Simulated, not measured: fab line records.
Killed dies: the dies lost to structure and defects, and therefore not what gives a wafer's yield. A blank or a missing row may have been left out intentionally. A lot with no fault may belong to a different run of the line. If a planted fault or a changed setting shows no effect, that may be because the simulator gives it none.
What tool caused it?	flow n5-finfet	11 lots, 31 wafers sampled, at 2 steps of a route of 1938

== WHAT EACH GAUGE READ, for each wafer ==
N5_WELL_APT_INSPECT_10: inspects for defects (macro).
lot	measured	on	raw-defect-count
L260	day 2 01:53	defect-inspect-02	2 3 1
L262	day 2 13:40	defect-inspect-01	4 3 1
L263	day 2 19:44	defect-inspect-02	4 3 4
L264	day 3 01:44	defect-inspect-01	1 5 2
L266	day 3 13:47	defect-inspect-01	1 4 4
L267	day 3 19:50	defect-inspect-02	3 1
L268	day 4 01:39	defect-inspect-02	3 2 3
L269	day 4 07:55	defect-inspect-01	2 3
L270	day 4 13:52	defect-inspect-01	2 3 1
L271	day 4 19:37	defect-inspect-01	1 4 3
L275	day 5 19:52	defect-inspect-01	1 4 2

== WHICH TOOL RAN EACH LOT (tool, then ch and the chambers of the sampled wafers, then the start) ==
lot	N5_WELL_APT_COAT_02
L260	litho-track-05 ch 0, day 2 01:27
L262	litho-track-05 ch 0, day 2 13:20
L263	litho-track-01 ch 0, day 2 19:25
L264	litho-track-05 ch 0, day 3 01:25
L266	litho-track-05 ch 0, day 3 13:28
L267	litho-track-03 ch 0, day 3 19:23
L268	litho-track-01 ch 0, day 4 01:20
L269	litho-track-01 ch 0, day 4 07:35
L270	litho-track-01 ch 0, day 4 13:25
L271	litho-track-03 ch 0, day 4 19:17
L275	litho-track-01 ch 0, day 5 19:25
- N5_WELL_APT_COAT_02: resist thk 950 nm.

== THE ANSWER, worked out from the rows above alone ==
Rule: usual is defined by the lots themselves. Put in order of their means at a reading, lots are off if they are a third of the lots or fewer, leave a main group of 4 or more, and stand apart from it by a gap of 3 or more times the standard deviation of the main group's means; of several such gaps the widest counts. A main group is skipped when, at the precision printed for the reading in the tables above, its means are all equal. Also off: a lot with no number at a reading for which 4 or more lots have one. The other lots that the step has rows for count as sound.
Across all readings shown, no lot is off: no conclusion can be drawn from this.

== WHAT HAD BEEN PUT IN BY THE SIMULATOR ==
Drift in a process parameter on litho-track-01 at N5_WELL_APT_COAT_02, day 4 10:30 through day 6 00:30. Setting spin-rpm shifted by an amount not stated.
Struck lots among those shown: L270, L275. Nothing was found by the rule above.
